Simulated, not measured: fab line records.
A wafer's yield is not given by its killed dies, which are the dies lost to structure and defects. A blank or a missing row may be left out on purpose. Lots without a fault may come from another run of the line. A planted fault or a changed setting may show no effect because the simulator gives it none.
Chamber matching || flow n5_finfet || 4 sister chambers for N5_BEOL_M9_ALD_74 on ald_metal-01
The step deposits TaN, target thk 2 nm, pulse time 2 s, purge time 3 s. 8 wafers are shown with their chamber, then 8 later ones without.

## WAFERS WITH THEIR CHAMBER
{"wafer": "L084.3", "chamber": 2, "heater_power_w (W)": 427, "mfc_carrier_sccm (sccm)": 1490}
{"wafer": "L084.5", "chamber": 1, "heater_power_w (W)": 447, "mfc_carrier_sccm (sccm)": 1504}
{"wafer": "L084.6", "chamber": 0, "heater_power_w (W)": 418, "mfc_carrier_sccm (sccm)": 1511}
{"wafer": "L086.3", "chamber": 2, "heater_power_w (W)": 422, "mfc_carrier_sccm (sccm)": 1498}
{"wafer": "L088.1", "chamber": 3, "heater_power_w (W)": 419, "mfc_carrier_sccm (sccm)": 1500}
{"wafer": "L088.2", "chamber": 1, "heater_power_w (W)": 456, "mfc_carrier_sccm (sccm)": 1501}
{"wafer": "L088.5", "chamber": 3, "heater_power_w (W)": 425, "mfc_carrier_sccm (sccm)": 1496}
{"wafer": "L089.2", "chamber": 0, "heater_power_w (W)": 422, "mfc_carrier_sccm (sccm)": 1500}

## WAFERS WITH NO CHAMBER GIVEN
{"wafer": "L089.5", "heater_power_w (W)": 454, "mfc_carrier_sccm (sccm)": 1498}
{"wafer": "L089.6", "heater_power_w (W)": 416, "mfc_carrier_sccm (sccm)": 1498}
{"wafer": "L095.4", "heater_power_w (W)": 418, "mfc_carrier_sccm (sccm)": 1492}
{"wafer": "L095.5", "heater_power_w (W)": 417, "mfc_carrier_sccm (sccm)": 1502}
{"wafer": "L095.6", "heater_power_w (W)": 422, "mfc_carrier_sccm (sccm)": 1505}
{"wafer": "L094.2", "heater_power_w (W)": 409, "mfc_carrier_sccm (sccm)": 1499}
{"wafer": "L094.3", "heater_power_w (W)": 426, "mfc_carrier_sccm (sccm)": 1507}
{"wafer": "L094.4", "heater_power_w (W)": 463, "mfc_carrier_sccm (sccm)": 1504}

## WHICH CHAMBER EACH WENT THROUGH
{"wafer": "L089.5", "from the rows above": 1, "in truth": 1}
{"wafer": "L089.6", "from the rows above": "can't be placed: 3 or 0 or 2", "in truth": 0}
{"wafer": "L095.4", "from the rows above": "can't be placed: 3 or 2 or 0", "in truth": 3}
{"wafer": "L095.5", "from the rows above": "can't be placed: 0 or 3 or 2", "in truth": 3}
{"wafer": "L095.6", "from the rows above": "can't be placed: 0 or 3 or 2", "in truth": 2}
{"wafer": "L094.2", "from the rows above": "can't be placed: 0 or 3 or 2", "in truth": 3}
{"wafer": "L094.3", "from the rows above": "can't be placed: 0 or 3 or 2", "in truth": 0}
{"wafer": "L094.4", "from the rows above": 1, "in truth": 1}
2 of 8 placed correctly. From these rows, 6 cannot be placed; in 6 the true chamber is one of the candidates. Number placed wrongly: 0.
How it was worked out, from the rows above alone: a wafer's distance from a chamber is the root of the sum, over the readings, of the square of ((its reading less the chamber's mean) divided by the reading's scatter). The wafer belongs to the nearest chamber; if the next one is less than 2 further off, it can't be placed. A chamber's mean is the mean of its shown wafers. How the scatter is found: for the shown wafers, subtract from each reading the mean of its chamber, square and add these, divide the total by (wafers less chambers), then take the root.
